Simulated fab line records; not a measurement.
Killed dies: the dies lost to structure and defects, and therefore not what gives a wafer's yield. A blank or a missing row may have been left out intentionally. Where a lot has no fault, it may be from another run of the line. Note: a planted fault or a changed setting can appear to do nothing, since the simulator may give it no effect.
What tool caused it? :: flow nandHarc :: 21 wafers from 7 lots sampled at 4 of the route's 1302 steps

== WHAT THE GAUGES SHOWED, per wafer ==
NHARC_END_SORT_01.
lot: L119
measured: day 33 03:10
on: prober-01
killedAtArray: 672 672 675

lot: L121
measured: day 33 22:32
on: prober-01
killedAtArray: 671 671 670

== WHAT TOOL EACH LOT RAN ON (gives the tool, then ch and the chambers of the sampled wafers, and finally the start) ==
lot: L101
NHARC_A_DECK1_JOINT_ETCHBACK_07: rieSi-06 ch 1,2, day 12 03:22
NHARC_A_ONON_D2_DEP_19: pecvdOnon-02 ch 0, day 14 04:30
NHARC_A_ONON_D2_DEP_33: pecvd-04 ch 0,1, day 14 06:46

lot: L103
NHARC_A_DECK1_JOINT_ETCHBACK_07: rieSi-03 ch 0,1,2, day 12 14:08
NHARC_A_ONON_D2_DEP_19: pecvdOnon-02 ch 0, day 14 12:27
NHARC_A_ONON_D2_DEP_33: pecvd-02 ch 1,2, day 14 14:47

lot: L106
NHARC_A_DECK1_JOINT_ETCHBACK_07: rieSi-02 ch 1,3, day 13 15:36
NHARC_A_ONON_D2_DEP_19: pecvdOnon-02 ch 0, day 15 13:50
NHARC_A_ONON_D2_DEP_33: pecvd-01 ch 1,2, day 15 16:13

lot: L108
NHARC_A_DECK1_JOINT_ETCHBACK_07: rieSi-03 ch 0,1,2, day 14 12:43
NHARC_A_ONON_D2_DEP_19: pecvdOnon-04 ch 0, day 16 14:16
NHARC_A_ONON_D2_DEP_33: pecvd-04 ch 0,2, day 16 16:28

lot: L111
NHARC_A_DECK1_JOINT_ETCHBACK_07: rieSi-06 ch 0,3, day 16 01:55
NHARC_A_ONON_D2_DEP_19: pecvdOnon-04 ch 0, day 17 22:07
NHARC_A_ONON_D2_DEP_33: pecvd-01 ch 0,1,2, day 18 00:19

lot: L119
NHARC_A_DECK1_JOINT_ETCHBACK_07: rieSi-06 ch 0,1,3, day 19 11:06
NHARC_A_ONON_D2_DEP_19: pecvdOnon-02, day 21 08:05
NHARC_A_ONON_D2_DEP_33: pecvd-02 ch 0,2, day 21 10:19

lot: L121
NHARC_A_DECK1_JOINT_ETCHBACK_07: rieSi-06 ch 0,2,3, day 20 02:31
NHARC_A_ONON_D2_DEP_19: pecvdOnon-03, day 22 07:25
NHARC_A_ONON_D2_DEP_33: pecvd-02 ch 0,1,2, day 22 09:40
- NHARC_A_DECK1_JOINT_ETCHBACK_07: etches the open film in HBr, target depth 105 nm, time 26.9 s.
- NHARC_A_ONON_D2_DEP_19: target thk 1000 nm.
- NHARC_A_ONON_D2_DEP_33: deposits SiO2, target thk 200 nm.

== THE ANSWER, worked out from the rows above alone ==
Rule: the usual values come from the lots themselves. Put in order of their means at a reading, lots are off if they are a third of the lots or fewer, leave a main group of 4 or more, and stand apart from it by a gap of 3 or more times the standard deviation of the main group's means; of several such gaps the widest counts. If all means in a main group match to the digits the tables above print for the reading, that group is not used. A lot without any number at a reading at which 4 lots or more have one is off too. Any other lot the step has rows for is counted as sound.
No lot is off at any reading shown: from this, nothing can be told.

== WHAT THE SIMULATOR HAD INSERTED ==
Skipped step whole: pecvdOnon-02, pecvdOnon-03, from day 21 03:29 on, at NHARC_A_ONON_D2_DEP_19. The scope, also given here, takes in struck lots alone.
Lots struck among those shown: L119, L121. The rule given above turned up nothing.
